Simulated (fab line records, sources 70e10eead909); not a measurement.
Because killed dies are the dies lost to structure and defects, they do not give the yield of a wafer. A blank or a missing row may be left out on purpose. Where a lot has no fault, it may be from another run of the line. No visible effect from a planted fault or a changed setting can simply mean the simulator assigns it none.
8D (eight disciplines) problem report, filled in by code | flow nand-harc | the parts of the form that need people (team, actions taken, sign-off) are left out

1. THE PROBLEM
killed-at-array at NHARC_END_SORT_01 reads a mean of 622 on 3 wafers of 2 lots; wafers without a fault read 27 with a standard deviation of 8. That is +74 standard deviations from the usual mean.
The first sign was on wafer L945.1 at day 23 11:49, on prober-01. Wafers with a number at this step in the record: 33, from 11 lots. By rule, "out" or "out of limits" means more than 4 standard deviations away from the usual mean. Any other wafer with a number is counted as sound.

2. WHAT IT IS; WHAT IT IS NOT
question                    | is                           | is not
which readings at this step | killed-at-array, killed-dies | killed-at-other, killed-at-periphery, killed-open, killed-short
which lots                  | L945, L946                   | L931, L933, L935, L936, L937, L939, L949, L951, L952
which wafers of those lots  | L945.1, L945.6, L946.5       | L945.3, L946.1, L946.6
read on which gauges        | prober-01                    | prober-02
when                        | from day 23 11:49            | up to then (18 sound wafers); but 12 sound wafers of L945, L946, L949, L951, L952 came after

3. THE SUSPECTS, EACH WITH WHAT RULES IT OUT
Counting: if a tool at a process step up to the reading ran every lot that is out, it stays a suspect. Sound lots after the first of them don't rule it out here, since some wafers of a struck lot are sound.
- the gauge at NHARC_END_SORT_01 has been ruled out. All the wafers that are out were read on prober-01, but those of them that NHARC_A_STAIRCASE_TRIM_22 has rows for are out there too, on other tools.
- rie-diel-13 at NHARC_A_STAIRCASE_TRIM_22 (chemistry O2, time 211.2 s): kept. It ran every lot that is out, first L945 (day 14 18:20); its last sound lot up to then is L939 (day 13 05:02). On those wafers its own readings are out: oes-product-au.
- rie-diel-13 at NHARC_A_STAIRCASE_ETCH_25 (etches the open film in C4F8/O2, target depth 100 nm, time 40.5 s): kept. It ran every lot that is out, first L945 (day 23 11:49); its last sound lot up to then is L939 (day 21 21:26). NHARC_A_STAIRCASE_ETCH_25 gives no start for some lots, so the hours and the order of its lots are those of NHARC_END_SORT_01.
- rie-diel-13 at NHARC_A_STAIRCASE_TRIM_26 (chemistry O2, time 211.2 s): kept. It ran every lot that is out, first L945 (day 23 11:49); its last sound lot up to then is L939 (day 21 21:26). NHARC_A_STAIRCASE_TRIM_26 gives no start for some lots, so the hours and the order of its lots are those of NHARC_END_SORT_01.
- rie-diel-13 at NHARC_A_STAIRCASE_ETCH_27 (etches the open film in C4F8/O2, target depth 100 nm, time 40.5 s): kept. It ran every lot that is out, first L945 (day 23 11:49); its last sound lot up to then is L939 (day 21 21:26). NHARC_A_STAIRCASE_ETCH_27 gives no start for some lots, so the hours and the order of its lots are those of NHARC_END_SORT_01.
- Within rie-diel-13 at NHARC_A_STAIRCASE_TRIM_22: the wafers that are out ran in chamber 0; their sound lot-mates ran in chambers 1, 2.
- Within rie-diel-13 at NHARC_A_STAIRCASE_ETCH_25: the wafers that are out ran in chamber 0; their sound lot-mates ran in chambers 1, 3.
Left after counting: rie-diel-13 at NHARC_A_STAIRCASE_TRIM_22, rie-diel-13 at NHARC_A_STAIRCASE_ETCH_25, rie-diel-13 at NHARC_A_STAIRCASE_TRIM_26, rie-diel-13 at NHARC_A_STAIRCASE_ETCH_27.

4. THE CAUSE (what the simulator had put in)
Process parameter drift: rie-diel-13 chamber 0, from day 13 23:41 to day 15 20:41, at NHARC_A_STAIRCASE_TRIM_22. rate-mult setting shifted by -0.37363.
4 suspects survive the count, and this tool is in that group.

5. SEQUENCE OF EFFECTS, ordered by route
Each row: a reading where the mean over the struck wafers with a number is more than 3 standard deviations away from the usual. Scope: only readings with a usual standard deviation given in the record; hours: median across lots of the time from each lot's start at the first step in this table that gives one to its start at this step; sigmas: change in usual standard deviations.
hours | step                      | reading         | usual      | on struck wafers | change | sigmas
0     | NHARC_A_STAIRCASE_TRIM_22 | oes-product-au  | 1.000 a.u. | 0.768            | -0.232 | -27
211   | NHARC_END_SORT_01         | killed-at-array | 27         | 622              | +595   | +74
211   | NHARC_END_SORT_01         | killed-dies     | 31         | 627              | +596   | +68
The process steps in it:
- NHARC_A_STAIRCASE_TRIM_22: chemistry O2, time 211.2 s.

6. WHAT WOULD HAVE CAUGHT IT SOONER
Counted from the fault's start at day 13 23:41, it took 228 hours until the first out-of-limits reading at a measuring or inspecting step in this record, taken at day 23 11:49.
The tool's own readings at NHARC_A_STAIRCASE_TRIM_22 were out on every struck wafer that the step has a row for (oes-product-au): an alarm limit on them would have fired on the first of those.
By day 23 11:49 the whole set of lots that are out, 2 in number, had already begun NHARC_A_STAIRCASE_TRIM_22 on rie-diel-13. Tool hold at that time: it would have spared none of them.
